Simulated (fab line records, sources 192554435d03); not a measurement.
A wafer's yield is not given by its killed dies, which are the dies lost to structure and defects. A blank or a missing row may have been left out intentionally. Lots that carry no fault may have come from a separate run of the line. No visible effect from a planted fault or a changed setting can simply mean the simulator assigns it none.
fab line records + flow n5Finfet + part 2 of 2: steps 5 to 6 of 6
record:
- lots: 20
- wafers: 60
- lastDay: 18
route steps=1938 shown BEOL_M0@748 BEOL_M1@753
lots that met no fault: taken from a fault-free run of the same line
startH: the number of hours between the record's first day and the start of the first shown wafer of the lot + waitH: hours elapsed since this lot's preceding step + " unchanged from the row above + L1.1+2: several wafers, shown together as one row + - value missing, or start not given + * or withheld: withheld + < > ~ a bound
route shown NAME@n: NAME is a module with steps in the file, n the number in the route of the first one + usual: mean and standard deviation over wafers with no fault + same: alike in all rows + chamber/n: place in a boat + sites: the reading at each site + _std_site: the standard deviation of these + _edge_site: inner sites' mean taken away from outer sites' mean + radiusMm: how far each site lies from the wafer's centre + mask NAME#n: copy n + behind: the last tool/chamber to shape the wafer + hold: why the lot went on hold/how many hours it stayed there/how the hold came to an end + device: whichever transistor did not switch (one of n, p or np) + end of line: the route-end tests of the same wafers + for a step that has no rows: nothing shown but its recipe + killed: dies lost to structure and defects at the first sort, not the wafer's yield + map: dies across one wafer; x = killed, . = not, _ = none there
set.NAME: the setting that was run; set.NAME@STEP: the one run at that earlier step + model.NAME: the simulator's own value behind a step, which no gauge read
the route's steps for a sample of lots (tables are steps, rows are wafers)
services: from which hour (startH, from the record's first day; less than 0 if before it) a tool's chamber was out of use, for how many hours, and why
== steps ==
step: N5_BEOL_M1_ETCH_63
recipe:
- chemistry: CF4
- target: SiARC
- targetDepthA: 156
- maskMaterial: CAR-EUV
- timeS: 26
- ionEnergyEv: 80
- pressureMtorr: 40
- sourceW: 545
- biasW: 36
- Ar_flow_sccm: 100
- cf4FlowSccm: 100
- ends: cleared
usual:
- drypumpMotorCurrentA: 5.7/0.53
- etchRfOnTimeS: 26.1/0.42
- oesProductAu: 0.63/0.058
- rfFwdPowerW: 532.8/2.4
- rfVppV: 183.9/1.1
- showerheadPlenumPTorr: 2.13/0.057
- throttleValvePct: 15.79/0.26
| lot.wafer | tool       | chamber | startH | waitH | drypumpMotorCurrentA | etchRfOnTimeS | oesProductAu | rfFwdPowerW | rfHoursCounterH | rfVppV | showerheadPlenumPTorr | throttleValvePct |
|-----------|------------|---------|--------|-------|----------------------|---------------|--------------|-------------|-----------------|--------|-----------------------|------------------|
| L074.1    | rieDiel-02 | 0       | 130.95 | 0.0   | 6.0                  | 26.4          | 0.61         | 530.8       | 200             | 185.4  | 2.12                  | 16.01            |
| L074.4    | "          | 1       | "      | "     | 5.9                  | 25.9          | 0.60         | 537.8       | 248             | 181.7  | 2.03                  | 15.69            |
| L074.5    | "          | 0       | "      | "     | 6.0                  | 26.2          | 0.62         | 533.2       | -               | 184.2  | 2.12                  | 16.01            |
| L076.1    | rieDiel-02 | 1       | 136.88 | 0.0   | 5.9                  | 25.9          | 0.60         | 538.2       | 250             | 182.8  | 2.03                  | 15.68            |
| L076.3    | "          | 0       | "      | "     | 6.1                  | 26.5          | 0.61         | 533.5       | 201             | 183.6  | 2.12                  | 16.00            |
| L076.5    | "          | 1       | "      | "     | 5.9                  | 26.0          | 0.60         | 536.2       | -               | 182.3  | 2.03                  | 15.71            |
| L078.1    | rieDiel-02 | 3       | 148.90 | 0.0   | 4.7                  | 25.7          | 0.64         | 529.7       | 175             | 184.8  | 2.14                  | 15.83            |
| L078.4    | "          | 0       | "      | "     | 6.0                  | 26.2          | 0.61         | 533.7       | -               | 184.0  | 2.12                  | 16.01            |
| L078.5    | "          | 2       | "      | "     | 5.5                  | 25.8          | 0.65         | 533.1       | -               | 184.2  | 2.15                  | 15.39            |
| L077.1    | rieDiel-02 | 2       | 157.77 | 0.0   | 5.6                  | 25.9          | 0.65         | 537.5       | 131             | 184.8  | 2.15                  | 15.40            |
| L077.5    | "          | 0       | "      | "     | 6.1                  | 26.3          | 0.61         | 532.9       | -               | 184.7  | 2.12                  | 16.01            |
| L077.6    | "          | 1       | "      | "     | 5.9                  | 25.8          | 0.85         | 533.4       | -               | 186.2  | 2.29                  | 15.22            |
| L079.2    | rieDiel-02 | 1       | 158.58 | 0.0   | 5.9                  | 26.0          | 0.85         | 539.8       | 1               | 186.2  | 2.29                  | 15.22            |
| L079.4    | "          | 3       | "      | "     | 4.8                  | 26.0          | 0.64         | 531.7       | 180             | 183.3  | 2.14                  | 15.85            |
| L079.6    | "          | 2       | "      | "     | 5.6                  | 26.0          | 0.65         | 536.5       | -               | 185.0  | 2.15                  | 15.39            |
| L080.1    | rieDiel-05 | 2       | 163.18 | 0.0   | 5.5                  | 26.3          | 0.60         | 528.8       | 237             | 182.8  | 2.11                  | 15.65            |
| L080.2    | "          | 1       | "      | "     | 6.7                  | 25.3          | 0.61         | 531.8       | 203             | 184.0  | 2.13                  | 15.88            |
| L080.5    | "          | 3       | "      | "     | 5.6                  | 26.8          | 0.61         | 532.0       | -               | 184.5  | 2.12                  | 16.11            |
| L081.1    | rieDiel-04 | 1       | 166.95 | 0.0   | 6.6                  | 25.7          | 0.65         | 534.1       | 156             | 183.4  | 2.06                  | 15.74            |
| L081.2    | "          | 2       | "      | "     | 5.5                  | 25.8          | 0.65         | 531.6       | 164             | 184.6  | 2.22                  | 15.70            |
| L081.5    | "          | 2       | "      | "     | 5.5                  | 25.9          | 0.65         | 530.9       | -               | 184.3  | 2.23                  | 15.69            |
| L082.2    | rieDiel-05 | 0       | 172.57 | 0.0   | 5.4                  | 25.9          | 0.59         | 533.8       | 212             | 184.3  | 2.12                  | 15.79            |
| L082.4    | "          | 2       | "      | "     | 5.5                  | 26.2          | 0.60         | 530.0       | 240             | 184.2  | 2.11                  | 15.65            |
| L082.5    | "          | 3       | "      | "     | 5.6                  | 26.9          | 0.61         | 531.0       | -               | 184.8  | 2.12                  | 16.10            |
| L084.1    | rieDiel-04 | 3       | 187.43 | 0.0   | 5.6                  | 25.8          | 0.60         | 532.1       | 243             | 182.7  | 2.03                  | 16.05            |
| L084.4    | "          | 1       | "      | "     | 6.6                  | 25.5          | 0.65         | 532.4       | 162             | 183.4  | 2.06                  | 15.76            |
| L084.5    | "          | 2       | "      | "     | 5.5                  | 26.0          | 0.65         | 531.1       | -               | 184.7  | 2.22                  | 15.70            |
| L085.2    | rieDiel-02 | 3       | 193.14 | 0.0   | 4.7                  | 25.7          | 0.64         | 529.9       | 189             | 184.3  | 2.13                  | 15.85            |
| L085.5    | "          | 2       | "      | "     | 5.6                  | 26.0          | 0.64         | 535.8       | -               | 184.7  | 2.15                  | 15.43            |
| L085.6    | "          | 3       | "      | "     | 4.7                  | 25.7          | 0.63         | 529.7       | -               | 184.5  | 2.13                  | 15.85            |
| L087.3    | rieDiel-04 | 3       | 195.73 | 0.0   | 5.6                  | 26.1          | 0.59         | 533.1       | 245             | 182.2  | 2.03                  | 16.04            |
| L087.5    | "          | 0       | "      | "     | 6.1                  | 26.3          | 0.61         | 534.2       | -               | 183.2  | 2.13                  | 15.80            |
| L087.6    | "          | 3       | "      | "     | 5.7                  | 26.1          | 0.59         | 532.1       | -               | 182.7  | 2.03                  | 16.05            |
| L086.1    | rieDiel-04 | 0       | 202.83 | 0.0   | 6.1                  | 26.6          | 0.61         | 529.7       | 187             | 184.5  | 2.13                  | 15.80            |
| L086.3    | "          | 3       | "      | "     | 5.6                  | 26.0          | 0.58         | 530.9       | 248             | 183.0  | 2.03                  | 16.06            |
| L086.4    | "          | 2       | "      | "     | 5.5                  | 26.1          | 0.63         | 535.5       | 175             | 185.1  | 2.22                  | 15.72            |
| L088.1    | rieDiel-04 | 2       | 209.22 | 0.0   | 5.5                  | 26.2          | 0.64         | 529.8       | 177             | 184.0  | 2.22                  | 15.72            |
| L088.2    | "          | 3       | "      | "     | 5.6                  | 26.3          | 0.58         | 531.2       | 250             | 181.2  | 2.03                  | 16.06            |
| L088.3    | "          | 0       | "      | "     | 6.1                  | 26.7          | 0.60         | 530.4       | 189             | 183.3  | 2.13                  | 15.81            |
| L091.1    | rieDiel-05 | 0       | 223.37 | 0.0   | 5.4                  | 26.1          | 0.58         | 532.8       | 227             | 184.8  | 2.11                  | 15.83            |
| L091.4    | "          | 3       | "      | "     | 5.6                  | 27.2          | 0.59         | 527.3       | -               | 184.8  | 2.12                  | 16.13            |
| L091.5    | "          | 1       | "      | "     | 6.8                  | 25.7          | 0.60         | 533.7       | -               | 183.8  | 2.12                  | 15.93            |
| L092.1    | rieDiel-02 | 3       | 231.31 | 0.0   | 4.8                  | 26.0          | 0.61         | 531.7       | 203             | 183.6  | 2.13                  | 15.89            |
| L092.4    | "          | 0       | "      | "     | 6.0                  | 26.5          | 0.59         | 529.6       | 229             | 184.2  | 2.11                  | 16.06            |
| L092.5    | "          | 3       | "      | "     | 4.7                  | 26.2          | 0.62         | 531.0       | -               | 183.6  | 2.13                  | 15.87            |
| L093.1    | rieDiel-02 | 3       | 234.84 | 0.0   | 4.8                  | 26.0          | 0.62         | 532.1       | 204             | 184.7  | 2.13                  | 15.89            |
| L093.4    | "          | 0       | "      | "     | 6.0                  | 26.4          | 0.60         | 535.1       | 230             | 184.7  | 2.11                  | 16.05            |
| L093.6    | "          | 1       | "      | "     | 5.9                  | 25.7          | 0.79         | 538.5       | -               | 186.3  | 2.28                  | 15.26            |
| L095.3    | rieDiel-05 | 3       | 248.30 | 0.0   | 5.6                  | 27.1          | 0.59         | 531.8       | 219             | 183.9  | 2.11                  | 16.16            |
| L095.5    | "          | 0       | "      | "     | 5.4                  | 26.5          | 0.58         | 531.0       | -               | 184.8  | 2.11                  | 15.85            |
| L095.6    | "          | 3       | "      | "     | 5.6                  | 26.9          | 0.60         | 529.2       | -               | 184.1  | 2.11                  | 16.15            |
| L094.1    | rieDiel-05 | 3       | 251.06 | 0.0   | 5.6                  | 26.6          | 0.60         | 532.9       | 220             | 181.8  | 2.11                  | 16.14            |
| L094.5    | "          | 3       | "      | "     | 5.6                  | 27.0          | 0.59         | 531.4       | -               | 184.6  | 2.11                  | 16.16            |
| L094.6    | "          | 2       | "      | "     | 5.5                  | 25.6          | 0.81         | 530.7       | -               | 184.1  | 2.10                  | 15.19            |
| L096.1    | rieDiel-05 | 0       | 256.94 | 0.0   | 5.4                  | 26.5          | 0.58         | 531.6       | 236             | 184.6  | 2.11                  | 15.84            |
| L096.3    | "          | 2       | "      | "     | 5.5                  | 25.8          | 0.79         | 536.5       | 9               | 184.1  | 2.10                  | 15.18            |
| L096.5    | "          | 0       | "      | "     | 5.4                  | 26.1          | 0.58         | 531.5       | -               | 182.4  | 2.11                  | 15.85            |
| L097.2    | rieDiel-02 | 0       | 265.02 | 0.0   | 6.0                  | 26.5          | 0.59         | 536.5       | 238             | 182.8  | 2.11                  | 16.07            |
| L097.4    | "          | 1       | "      | "     | 5.9                  | 25.4          | 0.78         | 537.7       | 33              | 185.7  | 2.28                  | 15.27            |
| L097.6    | "          | 3       | "      | "     | 4.8                  | 25.7          | 0.62         | 536.0       | -               | 185.1  | 2.12                  | 15.91            |
step: N5_BEOL_M1_ETCH_77
recipe:
- chemistry: N2/H2
- target: underlayer
- targetDepthA: 65
- maskMaterial: CAR-EUV
- timeS: 5.2
- ionEnergyEv: 200
- pressureMtorr: 30
- sourceW: 840
- biasW: 150
- n2FlowSccm: 200
- h2FlowSccm: 200
- ends: cleared
usual:
- drypumpMotorCurrentA: 5.7/0.54
- etchRfOnTimeS: 5.21/0.079
- n2FlowSccm: 200.1/0.64
- oesProductAu: 0.64/0.067
- rfFwdPowerW: 819/3.1
- rfVppV: 524.1/2.4
- showerheadPlenumPTorr: 2.54/0.08
- throttleValvePct: 17.95/0.25
| lot.wafer | tool       | chamber | startH | waitH | drypumpMotorCurrentA | etchRfOnTimeS | n2FlowSccm | oesProductAu | rfFwdPowerW | rfHoursCounterH | rfVppV | showerheadPlenumPTorr | throttleValvePct |
|-----------|------------|---------|--------|-------|----------------------|---------------|------------|--------------|-------------|-----------------|--------|-----------------------|------------------|
| L074.1    | rieDiel-05 | 1       | 131.82 | 0.0   | 6.7                  | 5.10          | 199.9      | 0.62         | 819         | 193             | 523.6  | 2.52                  | 18.06            |
| L074.4    | "          | 2       | "      | "     | 5.5                  | 5.34          | 199.9      | 0.60         | 817         | 228             | 525.0  | 2.51                  | 17.94            |
| L074.5    | "          | 2       | "      | "     | 5.5                  | 5.32          | 200.7      | 0.59         | 821         | -               | 523.6  | 2.51                  | 17.91            |
| L076.1    | rieDiel-02 | 0       | 138.20 | 0.0   | 6.0                  | 5.26          | 199.1      | 0.61         | 824         | 202             | 525.4  | 2.52                  | 18.31            |
| L076.3    | "          | 3       | "      | "     | 4.7                  | 5.17          | 199.5      | 0.65         | 817         | 171             | 524.3  | 2.54                  | 18.07            |
| L076.5    | "          | 0       | "      | "     | 6.0                  | 5.30          | 199.9      | 0.62         | 820         | -               | 524.1  | 2.52                  | 18.32            |
| L078.1    | rieDiel-05 | 2       | 149.76 | 0.0   | 5.5                  | 5.34          | 200.6      | 0.59         | 822         | 233             | 520.9  | 2.51                  | 17.95            |
| L078.4    | "          | 1       | "      | "     | 6.7                  | 5.16          | 200.0      | 0.60         | 828         | 198             | 522.8  | 2.52                  | 18.07            |
| L078.5    | "          | 1       | "      | "     | 6.7                  | 5.13          | 200.3      | 0.61         | 824         | -               | 525.4  | 2.52                  | 18.07            |
| L077.1    | rieDiel-05 | 3       | 158.74 | 0.0   | 5.6                  | 5.35          | 199.2      | 0.61         | 817         | 194             | 525.1  | 2.52                  | 18.32            |
| L077.5    | "          | 2       | "      | "     | 5.5                  | 5.25          | 199.6      | 0.60         | 819         | -               | 520.4  | 2.51                  | 17.95            |
| L077.6    | "          | 3       | "      | "     | 5.6                  | 5.32          | 200.6      | 0.61         | 813         | -               | 522.8  | 2.52                  | 18.28            |
| L079.2    | rieDiel-04 | 2       | 159.44 | 0.0   | 5.5                  | 5.10          | 199.2      | 0.66         | 816         | 162             | 529.0  | 2.65                  | 17.90            |
| L079.4    | "          | 3       | "      | "     | 5.7                  | 5.09          | 199.7      | 0.60         | 818         | 234             | 519.6  | 2.40                  | 18.18            |
| L079.6    | "          | 1       | "      | "     | 6.6                  | 5.08          | 199.8      | 0.66         | 818         | -               | 520.8  | 2.44                  | 18.08            |
| L080.1    | rieDiel-05 | 2       | 164.17 | 0.0   | 5.5                  | 5.32          | 200.5      | 0.59         | 822         | 238             | 523.0  | 2.51                  | 17.95            |
| L080.2    | "          | 0       | "      | "     | 5.4                  | 5.27          | 199.4      | 0.59         | 820         | 210             | 523.8  | 2.52                  | 18.00            |
| L080.5    | "          | 1       | "      | "     | 6.7                  | 5.14          | 199.4      | 0.60         | 820         | -               | 520.8  | 2.52                  | 18.07            |
| L081.1    | rieDiel-02 | 2       | 167.92 | 0.0   | 5.6                  | 5.14          | 200.3      | 0.64         | 820         | 133             | 526.4  | 2.56                  | 17.63            |
| L081.2    | "          | 1       | "      | "     | 5.9                  | 5.21          | 199.7      | 0.82         | 821         | 4               | 530.3  | 2.72                  | 17.48            |
| L081.5    | "          | 2       | "      | "     | 5.6                  | 5.19          | 201.1      | 0.65         | 822         | -               | 523.3  | 2.56                  | 17.64            |
| L082.2    | rieDiel-04 | 0       | 173.43 | 0.0   | 6.1                  | 5.20          | 201.3      | 0.62         | 821         | 178             | 522.8  | 2.52                  | 17.86            |
| L082.4    | "          | 2       | "      | "     | 5.5                  | 5.15          | 199.0      | 0.65         | 812         | 166             | 525.0  | 2.64                  | 17.86            |
| L082.5    | "          | 0       | "      | "     | 6.1                  | 5.16          | 200.6      | 0.62         | 819         | -               | 522.8  | 2.52                  | 17.89            |
| L084.1    | rieDiel-05 | 0       | 188.32 | 0.0   | 5.4                  | 5.19          | 200.0      | 0.58         | 821         | 216             | 523.9  | 2.52                  | 17.99            |
| L084.4    | "          | 3       | "      | "     | 5.6                  | 5.32          | 201.2      | 0.60         | 823         | 201             | 523.1  | 2.52                  | 18.30            |
| L084.5    | "          | 0       | "      | "     | 5.4                  | 5.24          | 200.4      | 0.58         | 819         | -               | 525.1  | 2.52                  | 18.02            |
| L085.2    | rieDiel-04 | 3       | 193.99 | 0.0   | 5.7                  | 5.17          | 201.0      | 0.59         | 819         | 245             | 520.6  | 2.39                  | 18.17            |
| L085.5    | "          | 1       | "      | "     | 6.6                  | 5.17          | 200.4      | 0.66         | 819         | -               | 518.3  | 2.44                  | 18.09            |
| L085.6    | "          | 0       | "      | "     | 6.1                  | 5.21          | 199.9      | 0.62         | 820         | -               | 525.0  | 2.52                  | 17.90            |
| L087.3    | rieDiel-04 | 3       | 196.59 | 0.0   | 5.6                  | 5.27          | 199.5      | 0.59         | 820         | 245             | 518.1  | 2.39                  | 18.19            |
| L087.5    | "          | 0       | "      | "     | 6.1                  | 5.28          | 199.6      | 0.62         | 816         | -               | 523.6  | 2.52                  | 17.87            |
| L087.6    | "          | 1       | "      | "     | 6.6                  | 5.16          | 199.7      | 0.64         | 821         | -               | 521.2  | 2.43                  | 18.09            |
| L086.1    | rieDiel-02 | 3       | 203.69 | 0.0   | 4.7                  | 5.20          | 200.6      | 0.62         | 814         | 192             | 523.8  | 2.53                  | 18.10            |
| L086.3    | "          | 2       | "      | "     | 5.6                  | 5.14          | 199.8      | 0.64         | 819         | 144             | 523.6  | 2.55                  | 17.66            |
| L086.4    | "          | 2       | "      | "     | 5.6                  | 5.17          | 199.2      | 0.64         | 814         | -               | 524.4  | 2.55                  | 17.68            |
| L088.1    | rieDiel-02 | 3       | 210.21 | 0.0   | 4.8                  | 5.17          | 199.8      | 0.62         | 820         | 195             | 525.5  | 2.53                  | 18.12            |
| L088.2    | "          | 1       | "      | "     | 5.9                  | 5.21          | 199.4      | 0.80         | 818         | 16              | 529.6  | 2.72                  | 17.49            |
| L088.3    | "          | 1       | "      | "     | 5.9                  | 5.21          | 199.6      | 0.80         | 825         | -               | 527.4  | 2.72                  | 17.49            |
| L091.1    | rieDiel-02 | 3       | 224.61 | 0.0   | 4.8                  | 5.17          | 200.1      | 0.61         | 817         | 201             | 522.1  | 2.52                  | 18.11            |
| L091.4    | "          | 2       | "      | "     | 5.6                  | 5.12          | 199.8      | 0.64         | 822         | 148             | 524.0  | 2.55                  | 17.65            |
| L091.5    | "          | 2       | "      | "     | 5.6                  | 5.17          | 199.7      | 0.62         | 819         | -               | 523.5  | 2.55                  | 17.64            |
| L092.1    | rieDiel-02 | 1       | 232.16 | 0.0   | 5.9                  | 5.15          | 200.7      | 0.79         | 815         | 24              | 527.8  | 2.72                  | 17.50            |
| L092.4    | "          | 2       | "      | "     | 5.6                  | 5.19          | 199.9      | 0.64         | 819         | 151             | 525.7  | 2.55                  | 17.70            |
| L092.5    | "          | 1       | "      | "     | 5.9                  | 5.19          | 199.9      | 0.78         | 816         | -               | 526.4  | 2.72                  | 17.51            |
| L093.1    | rieDiel-04 | 0       | 235.82 | 0.0   | 6.1                  | 5.26          | 200.8      | 0.60         | 816         | 198             | 526.5  | 2.52                  | 17.89            |
| L093.4    | "          | 2       | "      | "     | 5.5                  | 5.29          | 199.9      | 0.62         | 818         | 187             | 525.5  | 2.63                  | 17.90            |
| L093.6    | "          | 2       | "      | "     | 5.5                  | 5.24          | 200.2      | 0.64         | 822         | -               | 526.0  | 2.63                  | 17.90            |
| L095.3    | rieDiel-05 | 2       | 249.16 | 0.0   | 5.5                  | 5.21          | 200.2      | 0.78         | 822         | 7               | 522.6  | 2.50                  | 17.55            |
| L095.5    | "          | 2       | "      | "     | 5.5                  | 5.21          | 200.9      | 0.78         | 822         | -               | 523.2  | 2.50                  | 17.57            |
| L095.6    | "          | 3       | "      | "     | 5.6                  | 5.40          | 200.1      | 0.59         | 822         | -               | 522.7  | 2.51                  | 18.32            |
| L094.1    | rieDiel-04 | 2       | 251.98 | 0.0   | 5.5                  | 5.14          | 200.1      | 0.63         | 820         | 191             | 524.4  | 2.63                  | 17.89            |
| L094.5    | "          | 0       | "      | "     | 6.1                  | 5.18          | 199.9      | 0.59         | 820         | -               | 523.3  | 2.51                  | 17.91            |
| L094.6    | "          | 1       | "      | "     | 6.6                  | 5.16          | 201.0      | 0.64         | 819         | -               | 521.5  | 2.43                  | 18.14            |
| L096.1    | rieDiel-02 | 1       | 257.82 | 0.0   | 5.9                  | 5.16          | 200.8      | 0.77         | 820         | 31              | 528.1  | 2.71                  | 17.54            |
| L096.3    | "          | 3       | "      | "     | 4.8                  | 5.23          | 199.7      | 0.61         | 814         | 211             | 522.3  | 2.52                  | 18.13            |
| L096.5    | "          | 3       | "      | "     | 4.8                  | 5.16          | 200.5      | 0.61         | 815         | -               | 522.3  | 2.52                  | 18.13            |
| L097.2    | rieDiel-02 | 2       | 266.00 | 0.0   | 5.6                  | 5.15          | 200.9      | 0.63         | 823         | 160             | 524.5  | 2.55                  | 17.68            |
| L097.4    | "          | 1       | "      | "     | 5.9                  | 5.15          | 199.6      | 0.77         | 823         | 33              | 527.5  | 2.71                  | 17.52            |
| L097.6    | "          | 2       | "      | "     | 5.5                  | 5.13          | 200.9      | 0.63         | 823         | -               | 523.7  | 2.55                  | 17.66            |
== services ==
| tool       | chamber | startH | hours | kind                         |
|------------|---------|--------|-------|------------------------------|
| pecvd-02   | -       | 106.83 | 2.8   | pm                           |
| rieDiel-02 | 1       | 137.73 | -     | clean                        |
| rieDiel-02 | 1       | 137.73 | -     | consumableReplace:focusRing  |
| rieDiel-02 | 1       | 137.73 | -     | consumableReplace:showerhead |
| rieDiel-02 | -       | 139.51 | 0.9   | repair                       |
| pecvd-02   | 0       | 142.29 | 5.6   | repair                       |
| pecvd-01   | 0       | 148.21 | 20.6  | repair                       |
| pecvd-03   | -       | 165.20 | 5.5   | pm                           |
| pecvd-03   | 1       | 174.37 | 5.5   | scheduledDown                |
| pecvd-03   | 2       | 188.00 | 18.4  | repair                       |
| pecvd-01   | 2       | 196.46 | 8.4   | repair                       |
| rieDiel-02 | 0       | 202.66 | 7.8   | repair                       |
| pecvd-03   | -       | 205.57 | 2.8   | pm                           |
| rieDiel-02 | 2       | 206.69 | 6.6   | repair                       |
| rieDiel-05 | 2       | 209.91 | -     | clean                        |
| rieDiel-05 | 2       | 209.91 | -     | consumableReplace:focusRing  |
| rieDiel-04 | 3       | 210.24 | -     | clean                        |
| rieDiel-04 | 3       | 210.24 | -     | consumableReplace:focusRing  |
| rieDiel-04 | 3       | 210.24 | -     | consumableReplace:showerhead |
| rieDiel-04 | 3       | 210.24 | 16.8  | scheduledDown                |
| rieDiel-04 | 3       | 210.24 | 16.8  | ventCycle                    |
| pecvd-04   | -       | 229.84 | 4.3   | pm                           |
| pecvd-04   | -       | 236.77 | 3.5   | repair                       |
| pecvd-04   | -       | 257.15 | 0.9   | repair                       |
